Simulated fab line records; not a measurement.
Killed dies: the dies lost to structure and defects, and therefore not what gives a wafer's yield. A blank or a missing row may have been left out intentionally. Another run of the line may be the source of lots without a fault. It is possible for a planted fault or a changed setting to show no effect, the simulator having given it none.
fab line records ; flow nandHarc
record: lots: 6; wafers: 18; lastDay: 34
route steps=1302 shown A_DECK1_JOINT@539 A_ONON_D2@545 END@1302
lots that met no fault: taken from a fault-free run of the same line
startH: the number of hours between the record's first day and the start of the first shown wafer of the lot ; waitH: time in hours since the lot's previous step ; " as in the row above ; L1.1+2: one row covering several wafers at once ; - no value, or no start given ; * or withheld: withheld ; < > ~ a bound
route shown NAME@n: names a module that has steps shown in the file, with the first one's number in the route ; usual: mean/standard deviation of fault-free wafers ; same: alike in all rows ; chamber/n: place in a boat ; sites: per-site readings ; _std_site: the values' standard deviation ; _edge_site: outer sites' mean less inner sites' ; radiusMm: how far each site lies from the wafer's centre ; mask NAME#n: copy n ; behind: the most recent tool/chamber to have shaped the wafer ; hold: why the lot was held/for how many hours/how that ended ; device: the transistor (n, p or np) that didn't switch ; end of line: the same wafers' tests at the end of the route ; where a step has no rows: the recipe by itself ; killed: dies lost to structure and defects at the first sort, not the wafer's yield ; map: a wafer's dies, x killed, . not, _ none there
set.NAME: the setting the step ran with; set.NAME@STEP: the setting that earlier step ran with ; model.NAME: the simulator's own value behind a step, which no gauge read
lots at some steps of the route; a table a step, a row a wafer
services: the hour from which a tool's chamber was out of use, counted from the record's first day as startH (under 0 if before that day), plus the number of hours and why
== steps ==
step: NHARC_A_DECK1_JOINT_CMP_02
recipe: material: SiOx
usual: edgeZonePressureFrac: 1.000/0.0044; motorCurrentA: 12.0/1
lot.wafer;tool;chamber;startH;waitH;edgeZonePressureFrac;motorCurrentA
L486.1;cmp-02;0;289.86;0.4;1.008;12.7
L486.6;cmp-02;3;289.86;0.4;1.007;12.8
L486.5;cmp-02;0;289.86;0.4;0.997;12.4
L499.4;cmp-03;2;424.29;0.4;1.002;10.8
L499.6;cmp-03;1;424.29;0.4;0.999;13.6
L499.5;cmp-03;2;424.29;0.4;1.008;11.1
L498.1;cmp-02;1;424.31;0.4;1.002;11.7
L498.3;cmp-02;3;424.31;0.4;1.009;13.2
L498.4;cmp-02;0;424.31;0.4;0.998;13.0
L501.3;cmp-03;0;433.28;0.4;0.996;11.3
L501.6;cmp-03;3;433.28;0.4;1.004;11.5
L501.5;cmp-03;0;433.28;0.4;1.002;11.5
L507.1;cmp-02;2;503.16;0.4;1.001;10.6
L507.2;cmp-02;3;503.16;0.4;1.003;13.2
L507.5;cmp-02;2;503.16;0.4;0.999;10.8
L508.2;cmp-01;3;503.16;0.4;1.001;11.3
L508.3;cmp-01;1;503.16;0.4;1.000;10.7
L508.5;cmp-01;3;503.16;0.4;0.997;11.4
step: NHARC_A_DECK1_JOINT_SRD_15
step: NHARC_A_DECK1_JOINT_DEP_16
recipe: targetThkA: 450; tempC: 400; pressureTorr: 6.5; rfW: 900; teosFlowSccm: 161.4; flowSccm: 2650; targetThkNm: 45; gas: O2; material: SiO2
usual: heaterPowerOuterW: 302/63; heaterPowerW: 577/93; throttleValvePct: 15.6/0.5
lot.wafer;tool;chamber;startH;waitH;heaterPowerOuterW;heaterPowerW;throttleValvePct
L486.1;pecvd-02;2;290.29;0.1;255;544;15.7
L486.5;pecvd-02;0;290.29;0.1;263;499;15.7
L486.6;pecvd-02;2;290.29;0.1;265;518;15.7
L498.3;pecvd-02;0;424.70;0.1;283;536;14.7
L498.1;pecvd-02;1;424.70;0.1;280;529;14.7
L498.4;pecvd-02;0;424.70;0.1;289;538;15.0
L499.6;pecvd-01;1;424.74;0.2;422;764;15.2
L499.4;pecvd-01;2;424.74;0.2;304;597;16.3
L499.5;pecvd-01;0;424.74;0.2;330;664;16.3
L501.3;pecvd-01;1;433.70;0.1;373;689;15.1
L501.6;pecvd-01;2;433.70;0.1;373;681;16.3
L501.5;pecvd-01;1;433.70;0.1;383;692;15.2
L508.2;pecvd-03;1;503.52;0.1;252;553;15.6
L508.3;pecvd-03;2;503.52;0.1;300;509;15.1
L508.5;pecvd-03;1;503.52;0.1;248;554;15.5
L507.1;pecvd-03;0;503.72;0.3;308;490;16.0
L507.2;pecvd-03;1;503.72;0.3;218;514;15.6
L507.5;pecvd-03;2;503.72;0.3;324;559;15.1
step: NHARC_A_DECK1_JOINT_THK_MEAS_17
recipe: thkMeasGauge: ellipsometry
usual: thkNm: 44.8/1
lot.wafer;tool;chamber;startH;waitH;thkNm
L486.1;filmMetro-01;-;290.51;0.2;43.5
L486.5;filmMetro-01;-;290.51;0.2;45.1
L486.6;filmMetro-01;-;290.51;0.2;44.8
L499.4;filmMetro-02;-;424.94;0.1;45.1
L499.5;filmMetro-02;-;424.94;0.1;44.9
L499.6;filmMetro-02;-;424.94;0.1;42.1
L498.1;filmMetro-01;-;424.99;0.2;45.1
L498.3;filmMetro-01;-;424.99;0.2;43.5
L498.4;filmMetro-01;-;424.99;0.2;44.9
L501.3;filmMetro-01;-;433.93;0.2;43.3
L501.5;filmMetro-01;-;433.93;0.2;44.3
L501.6;filmMetro-01;-;433.93;0.2;45.5
L508.2;filmMetro-01;-;503.80;0.3;46.0
L508.3;filmMetro-01;-;503.80;0.3;44.8
L508.5;filmMetro-01;-;503.80;0.3;44.8
L507.1;filmMetro-01;-;503.97;0.2;45.5
L507.2;filmMetro-01;-;503.97;0.2;44.1
L507.5;filmMetro-01;-;503.97;0.2;46.5
step: NHARC_A_DECK1_JOINT_INSPECT_05
usual: rawDefectCount: 306/100
lot.wafer;tool;chamber;startH;waitH;rawDefectCount
L486.1;defectInspect-02;-;290.54;0.0;401
L486.5;defectInspect-02;-;290.54;0.0;193
L486.6;defectInspect-02;-;290.54;0.0;316
L499.4;defectInspect-01;-;424.98;0.0;277
L499.5;defectInspect-01;-;424.98;0.0;264
L499.6;defectInspect-01;-;424.98;0.0;176
L498.1;defectInspect-02;-;425.02;0.0;386
L498.3;defectInspect-02;-;425.02;0.0;699
L498.4;defectInspect-02;-;425.02;0.0;400
L501.3;defectInspect-02;-;433.96;0.0;223
L501.5;defectInspect-02;-;433.96;0.0;429
L501.6;defectInspect-02;-;433.96;0.0;290
L508.2;defectInspect-01;-;503.84;0.0;375
L508.3;defectInspect-01;-;503.84;0.0;508
L508.5;defectInspect-01;-;503.84;0.0;369
L507.1;defectInspect-02;-;504.00;0.0;349
L507.2;defectInspect-02;-;504.00;0.0;228
L507.5;defectInspect-02;-;504.00;0.0;209
step: NHARC_A_ONON_D2_DEP_00
recipe: targetThkA: 10000; n2FlowSccm: 2750; n2oFlowSccm: 2000; nh3FlowSccm: 500; sih4FlowSccm: 210; tempC: 400
step: NHARC_A_ONON_D2_THK_MEAS_02
recipe: thkMeasGauge: ellipsometry
usual: thkNm: 998/9.4
lot.wafer;tool;chamber;startH;waitH;thkNm
L486.1;filmMetro-01;-;291.13;-;1005
L486.5;filmMetro-01;-;291.13;-;1006
L486.6;filmMetro-01;-;291.13;-;1006
L499.4;filmMetro-01;-;425.55;-;972
L499.5;filmMetro-01;-;425.55;-;972
L499.6;filmMetro-01;-;425.55;-;973
L498.1;filmMetro-02;-;425.60;-;997
L498.3;filmMetro-02;-;425.60;-;997
L498.4;filmMetro-02;-;425.60;-;998
L501.3;filmMetro-01;-;434.54;-;979
L501.5;filmMetro-01;-;434.54;-;978
L501.6;filmMetro-01;-;434.54;-;978
L508.2;filmMetro-02;-;504.42;-;1007
L508.3;filmMetro-02;-;504.42;-;1006
L508.5;filmMetro-02;-;504.42;-;1007
L507.1;filmMetro-01;-;504.58;-;1011
L507.2;filmMetro-01;-;504.58;-;1011
L507.5;filmMetro-01;-;504.58;-;1013
step: NHARC_A_ONON_D2_DEP_03
recipe: targetThkA: 10000; n2FlowSccm: 2750; n2oFlowSccm: 2000; nh3FlowSccm: 500; sih4FlowSccm: 210; tempC: 400
step: NHARC_A_ONON_D2_THK_MEAS_05
recipe: thkMeasGauge: ellipsometry
usual: thkNm: 1002/9.4
lot.wafer;tool;chamber;startH;waitH;thkNm
L486.1;filmMetro-02;-;291.69;-;1007
L486.5;filmMetro-02;-;291.69;-;1006
L486.6;filmMetro-02;-;291.69;-;1005
L499.4;filmMetro-02;-;426.12;-;1018
L499.5;filmMetro-02;-;426.12;-;1020
L499.6;filmMetro-02;-;426.12;-;1021
L498.1;filmMetro-01;-;426.16;-;1005
L498.3;filmMetro-01;-;426.16;-;1007
L498.4;filmMetro-01;-;426.16;-;1006
L501.3;filmMetro-02;-;435.14;-;1003
L501.5;filmMetro-02;-;435.14;-;1003
L501.6;filmMetro-02;-;435.14;-;1003
L508.2;filmMetro-02;-;504.98;-;1011
L508.3;filmMetro-02;-;504.98;-;1007
L508.5;filmMetro-02;-;504.98;-;1009
L507.1;filmMetro-01;-;505.15;-;1007
L507.2;filmMetro-01;-;505.15;-;1006
L507.5;filmMetro-01;-;505.15;-;1007
step: NHARC_A_ONON_D2_DEP_06
recipe: targetThkA: 10000; n2FlowSccm: 2750; n2oFlowSccm: 2000; nh3FlowSccm: 500; sih4FlowSccm: 210; tempC: 400
step: NHARC_A_ONON_D2_THK_MEAS_08
recipe: thkMeasGauge: ellipsometry
usual: thkNm: 999/11
lot.wafer;tool;chamber;startH;waitH;thkNm
L486.1;filmMetro-02;-;292.26;-;1003
L486.5;filmMetro-02;-;292.26;-;1003
L486.6;filmMetro-02;-;292.26;-;1004
L499.4;filmMetro-01;-;426.68;-;1014
L499.5;filmMetro-01;-;426.68;-;1014
L499.6;filmMetro-01;-;426.68;-;1012
L498.1;filmMetro-01;-;426.73;-;992
L498.3;filmMetro-01;-;426.73;-;992
L498.4;filmMetro-01;-;426.73;-;992
L501.3;filmMetro-01;-;435.70;-;995
L501.5;filmMetro-01;-;435.70;-;994
L501.6;filmMetro-01;-;435.70;-;995
L508.2;filmMetro-02;-;505.55;-;1004
L508.3;filmMetro-02;-;505.55;-;1006
L508.5;filmMetro-02;-;505.55;-;1005
L507.1;filmMetro-02;-;505.71;-;1006
L507.2;filmMetro-02;-;505.71;-;1005
L507.5;filmMetro-02;-;505.71;-;1004
step: NHARC_A_ONON_D2_DEP_09
recipe: targetThkA: 10000; n2FlowSccm: 2750; n2oFlowSccm: 2000; nh3FlowSccm: 500; sih4FlowSccm: 210; tempC: 400
lot.wafer;tool;chamber;startH;waitH
L486.1+5+6;pecvdOnon-01;0;292.31;0.1
L498.1+3+4;pecvdOnon-04;0;426.79;0.1
L499.4+5+6;pecvdOnon-03;0;426.91;0.2
L501.3+5+6;pecvdOnon-04;0;435.87;0.2
L508.2+3+5;pecvdOnon-04;0;505.67;0.1
L507.1+2+5;pecvdOnon-01;0;505.77;0.1
step: NHARC_A_ONON_D2_THK_MEAS_11
recipe: thkMeasGauge: ellipsometry
usual: thkNm: 1003/6.4
lot.wafer;tool;chamber;startH;waitH;thkNm
L486.1;filmMetro-02;-;292.82;-;998
L486.5;filmMetro-02;-;292.82;-;1000
L486.6;filmMetro-02;-;292.82;-;1002
L499.4;filmMetro-01;-;427.25;-;1007
L499.5;filmMetro-01;-;427.25;-;1007
L499.6;filmMetro-01;-;427.25;-;1009
L498.1;filmMetro-02;-;427.29;-;1006
L498.3;filmMetro-02;-;427.29;-;1538
L498.4;filmMetro-02;-;427.29;-;1006
L501.3;filmMetro-02;-;436.27;-;1536
L501.5;filmMetro-02;-;436.27;-;1539
L501.6;filmMetro-02;-;436.27;-;1007
L508.2;filmMetro-01;-;506.12;-;997
L508.3;filmMetro-01;-;506.12;-;1000
L508.5;filmMetro-01;-;506.12;-;998
L507.1;filmMetro-02;-;506.28;-;1001
L507.2;filmMetro-02;-;506.28;-;1001
L507.5;filmMetro-02;-;506.28;-;1001
step: NHARC_A_ONON_D2_DEP_12
recipe: targetThkA: 10000; n2FlowSccm: 2750; n2oFlowSccm: 2000; nh3FlowSccm: 500; sih4FlowSccm: 210; tempC: 400
step: NHARC_END_SORT_01
recipe: tempC: 25
usual: killedAtArray: 58/20; killedAtOther: 0.8/1; killedAtPeriphery: 4.6/2.8; killedDies: 63/19; killedOpen: 3.4/2; killedShort: 2.4/1.8
same: grossDies: 677
lot.wafer;tool;chamber;startH;waitH;killedAtArray;killedAtOther;killedAtPeriphery;killedDies;killedOpen;killedShort
L498.3;prober-02;0;702.91;3.1;675;0;2;677;4;1
L501.3;prober-01;0;728.18;3.1;677;0;0;677;3;2
L501.5;prober-01;0;729.78;3.7;675;0;2;677;3;3
L499.4;prober-02;0;728.98;3.4;29;0;6;35;3;2
L499.5;prober-02;0;729.79;3.7;26;0;2;28;0;2
L499.6;prober-02;0;730.60;4.0;22;4;7;33;3;2
killed by level:class
L498.3 A_ONON_D2:areaDep=638 A_CHANNEL_HOLE_D1:chamberFilmFlake=15 A_SLIT:chamberFilmFlake=11 A_CHANNEL_HOLE_D2:chamberFilmFlake=7 P_CONTACT:geometricParticle:open=1 P_M0:geometricParticle:open=1 A_DECK1_JOINT:geometricParticle:short=1 A_CONTACT:geometricParticle:open=1
L501.3 A_ONON_D2:areaDep=624 A_SLIT:chamberFilmFlake=29 A_CHANNEL_HOLE_D1:chamberFilmFlake=9 A_CONTACT:chamberFilmFlake=5 A_CHANNEL_FILL_D1:geometricParticle:open=2 A_SGD_CUT:chamberFilmFlake=2 A_BLC:chamberFilmFlake=2 A_DECK1_JOINT:geometricParticle:open=1
L499.4 A_CHANNEL_HOLE_D1:chamberFilmFlake=13 A_SLIT:chamberFilmFlake=5 A_STAIRCASE:chamberFilmFlake=3 A_CONTACT:chamberFilmFlake=3 P_M1:chamberFilmFlake=2 P_STI:geometricParticle:open=1 P_CONTACT:geometricParticle:short=1 P_M0:geometricParticle:short=1
L501.5 A_ONON_D2:areaDep=615 A_SLIT:chamberFilmFlake=29 A_CHANNEL_HOLE_D1:chamberFilmFlake=11 A_CONTACT:chamberFilmFlake=9 A_SGD_CUT:chamberFilmFlake=2 A_ONON_D1:geometricParticle:short=1 A_CHANNEL_FILL_D1:geometricParticle:open=1 A_CHANNEL_FILL_D1:geometricParticle:short=1
L499.5 A_CHANNEL_HOLE_D1:chamberFilmFlake=10 A_STAIRCASE:chamberFilmFlake=4 A_SLIT:chamberFilmFlake=4 A_DECK1_JOINT:chamberFilmFlake=2 A_WL_FILL:chamberFilmFlake=2 A_DECK1_JOINT:geometricParticle:short=1 A_WL_FILL:geometricParticle:short=1 P_STI:chamberFilmFlake=1
L499.6 A_CHANNEL_HOLE_D1:chamberFilmFlake=9 THIN_TSV:chamberFilmFlake=4 P_M1:chamberFilmFlake=3 A_SLIT:chamberFilmFlake=3 A_STAIRCASE:chamberFilmFlake=2 A_WL_FILL:chamberFilmFlake=2 P_GATE:geometricParticle:open=1 A_CHANNEL_FILL_D1:geometricParticle:short=1
map L498.3 (x killed, . not)
____________x____________
_________xxxxxxx_________
_______xxxxxxxxxxx_______
______xxxxxxxxxxxxx______
_____xxxxxxxxxxxxxxx_____
____xxxxxxxxxxxxxxxxx____
____xxxxxxxxxxxxxxxxx____
___xxxxxxxxxxxxxxxxxxx___
___xxxxxxxxxxxxxxxxxxx___
__xxxxxxxxxxxxxxxxxxxxx__
__xxxxxxxxxxxxxxxxxxxxx__
_xxxxxxxxxxxxxxxxxxxxxxx_
_xxxxxxxxxxxxxxxxxxxxxxx_
_xxxxxxxxxxxxxxxxxxxxxxx_
_xxxxxxxxxxxxxxxxxxxxxxx_
_xxxxxxxxxxxxxxxxxxxxxxx_
xxxxxxxxxxxxxxxxxxxxxxxxx
xxxxxxxxxxxxxxxxxxxxxxxxx
xxxxxxxxxxxxxxxxxxxxxxxxx
xxxxxxxxxxxxxxxxxxxxxxxxx
xxxxxxxxxxxxxxxxxxxxxxxxx
_xxxxxxxxxxxxxxxxxxxxxxx_
_xxxxxxxxxxxxxxxxxxxxxxx_
_xxxxxxxxxxxxxxxxxxxxxxx_
_xxxxxxxxxxxxxxxxxxxxxxx_
_xxxxxxxxxxxxxxxxxxxxxxx_
__xxxxxxxxxxxxxxxxxxxxx__
__xxxxxxxxxxxxxxxxxxxxx__
___xxxxxxxxxxxxxxxxxxx___
___xxxxxxxxxxxxxxxxxxx___
____xxxxxxxxxxxxxxxxx____
____xxxxxxxxxxxxxxxxx____
_____xxxxxxxxxxxxxxx_____
______xxxxxxxxxxxxx______
_______xxxxxxxxxxx_______
_________xxxxxxx_________
____________x____________
map L501.3 (x killed, . not)
____________x____________
_________xxxxxxx_________
_______xxxxxxxxxxx_______
______xxxxxxxxxxxxx______
_____xxxxxxxxxxxxxxx_____
____xxxxxxxxxxxxxxxxx____
____xxxxxxxxxxxxxxxxx____
___xxxxxxxxxxxxxxxxxxx___
___xxxxxxxxxxxxxxxxxxx___
__xxxxxxxxxxxxxxxxxxxxx__
__xxxxxxxxxxxxxxxxxxxxx__
_xxxxxxxxxxxxxxxxxxxxxxx_
_xxxxxxxxxxxxxxxxxxxxxxx_
_xxxxxxxxxxxxxxxxxxxxxxx_
_xxxxxxxxxxxxxxxxxxxxxxx_
_xxxxxxxxxxxxxxxxxxxxxxx_
xxxxxxxxxxxxxxxxxxxxxxxxx
xxxxxxxxxxxxxxxxxxxxxxxxx
xxxxxxxxxxxxxxxxxxxxxxxxx
xxxxxxxxxxxxxxxxxxxxxxxxx
xxxxxxxxxxxxxxxxxxxxxxxxx
_xxxxxxxxxxxxxxxxxxxxxxx_
_xxxxxxxxxxxxxxxxxxxxxxx_
_xxxxxxxxxxxxxxxxxxxxxxx_
_xxxxxxxxxxxxxxxxxxxxxxx_
_xxxxxxxxxxxxxxxxxxxxxxx_
__xxxxxxxxxxxxxxxxxxxxx__
__xxxxxxxxxxxxxxxxxxxxx__
___xxxxxxxxxxxxxxxxxxx___
___xxxxxxxxxxxxxxxxxxx___
____xxxxxxxxxxxxxxxxx____
____xxxxxxxxxxxxxxxxx____
_____xxxxxxxxxxxxxxx_____
______xxxxxxxxxxxxx______
_______xxxxxxxxxxx_______
_________xxxxxxx_________
____________x____________
== services ==
tool;chamber;startH;hours;kind
pecvdOnon-01;-;269.00;13.0;pm
cmp-03;-;276.59;1.0;repair
pecvd-03;-;276.67;0.6;repair
pecvd-01;-;311.18;13.0;pm
pecvdOnon-04;-;311.31;13.0;pm
pecvd-02;-;328.18;1.4;repair
cmp-02;-;328.25;0.4;repair
pecvd-01;-;329.90;0.8;repair
cmp-02;-;332.02;4.0;pm
cmp-03;-;358.10;4.0;pm
pecvd-03;-;366.40;13.0;pm
cmp-03;-;374.49;3.8;repair
cmp-02;-;378.01;3.6;repair
pecvd-03;-;403.63;1.7;repair
pecvd-02;1;405.17;5.9;repair
pecvd-02;-;408.40;13.0;pm
cmp-03;-;417.27;1.0;repair
pecvdOnon-04;-;419.59;6.2;repair
cmp-03;-;424.47;1.9;repair
cmp-02;-;430.02;4.0;pm
pecvd-03;-;439.69;1.6;repair
pecvdOnon-04;-;445.13;1.8;repair
pecvdOnon-04;-;492.31;13.0;pm
cmp-02;-;504.09;2.0;repair
== key ==
firstSign: step: NHARC_A_ONON_D2_THK_MEAS_11; reading: thkNm; direction: up; sigmas: 84; usual: 1003; struck: 1538
effect: step: NHARC_END_SORT_01; reading: killedDies; direction: up; sigmas: 32; usual: 63; struck: 677
moreKillsBornAt: NHARC_A_ONON_D2_DEP_09@pecvdOnon-04: 1877
metAt NHARC_A_ONON_D2_DEP_09
struckWafers L498.3,L501.3,L501.5
laterRowsLeftOut L498.3,L501.3,L501.5
testerLeftOut L498,L501
fault: kind: processParameterDrift; tool: pecvdOnon-04; chamber: -; onsetH: 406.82; steps: NHARC_A_ONON_D2_DEP_09; channel: targetThkA; offset: *; shape: step; endH: 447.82; scope: struckWafersOnly; actsIn: *; stated: *
testerLeftOut: of these lots the tester's yield and bins aren't shown, on N5 and GAA mostly nor the transistor test; their killed dies are dies lost to structure and defects alone, not to doping, threshold or leakage, so they don't give the yield
laterRowsLeftOut: the simulator's readings of these wafers behind a module that went badly wrong aren't trusted and aren't shown, but for the sort
